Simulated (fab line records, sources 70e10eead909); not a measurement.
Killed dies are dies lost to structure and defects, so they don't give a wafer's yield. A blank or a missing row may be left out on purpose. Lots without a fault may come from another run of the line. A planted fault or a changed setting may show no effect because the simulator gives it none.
Chamber matching | flow nand_harc | NHARC_A_BONDPAD_DESCUM_11 on rie_diel-03: 4 sister chambers
The step chemistry O2, time 3 s. 16 wafers are shown with their chamber, then 8 later ones without.

WAFERS WITH THEIR CHAMBER
wafer  | chamber | drypump_motor_current_A (A) | oes_product_au (a.u.) | rf_vpp_V (V)
L945.1 | 3       | 5.1                         | 0.999                 | 56.7
L945.3 | 0       | 5.5                         | 0.985                 | 58.4
L945.4 | 1       | 6.1                         | 0.987                 | 59.4
L948.2 | 2       | 5.9                         | 1.003                 | 57.3
L948.4 | 3       | 5.1                         | 0.996                 | 57.3
L948.6 | 3       | 5.1                         | 1.009                 | 55.6
L952.1 | 3       | 5.1                         | 0.991                 | 56.3
L952.2 | 1       | 6.1                         | 0.985                 | 57.4
L952.6 | 3       | 5.1                         | 1.003                 | 55.5
L950.2 | 0       | 5.5                         | 0.996                 | 56.8
L950.5 | 0       | 5.5                         | 0.999                 | 58.1
L950.6 | 1       | 6.1                         | 0.984                 | 57.7
L951.2 | 3       | 5.1                         | 1.007                 | 58.1
L951.3 | 2       | 5.8                         | 1.005                 | 58.7
L951.4 | 0       | 5.5                         | 0.993                 | 58.1
L956.2 | 0       | 5.5                         | 1.014                 | 57.0

SIGNATURES (means of the wafers above)
reading                 | chamber 0 | chamber 1 | chamber 2 | chamber 3 | scatter within a chamber
drypump_motor_current_A | 5.500     | 6.100     | 5.850     | 5.100     | 0.0204
oes_product_au          | 0.99740   | 0.98533   | 1.00400   | 1.00083   | 0.0076
rf_vpp_V                | 57.680    | 58.167    | 58.000    | 56.583    | 0.934
Rule: a wafer's distance from a chamber is the root of the sum, over the readings, of the square of ((its reading less the chamber's mean) divided by the reading's scatter). The wafer belongs to the nearest chamber; if the next one is less than 2 further off, it can't be placed. The scatter: the root of (the sum of the squares of (reading less its chamber's mean) over the shown wafers, divided by (wafers less chambers)).

WAFERS WITHOUT THEIR CHAMBER
wafer  | drypump_motor_current_A (A) | oes_product_au (a.u.) | rf_vpp_V (V)
L956.3 | 6.1                         | 1.017                 | 57.3
L956.5 | 5.9                         | 1.021                 | 58.9
L958.2 | 5.5                         | 1.015                 | 56.2
L958.3 | 5.9                         | 1.023                 | 57.9
L958.6 | 5.5                         | 1.006                 | 56.9
L965.1 | 5.5                         | 0.997                 | 57.2
L965.3 | 5.1                         | 1.005                 | 58.5
L965.5 | 5.5                         | 1.009                 | 58.4

WHICH CHAMBER EACH WENT THROUGH
wafer  | from the rows above | in truth
L956.3 | 1                   | 1
L956.5 | 2                   | 2
L958.2 | 0                   | 0
L958.3 | 2                   | 2
L958.6 | 0                   | 0
L965.1 | 0                   | 0
L965.3 | 3                   | 3
L965.5 | 0                   | 0
Placed correctly: 8 of 8. Can't be placed from these rows: 0. Placed wrongly: 0.
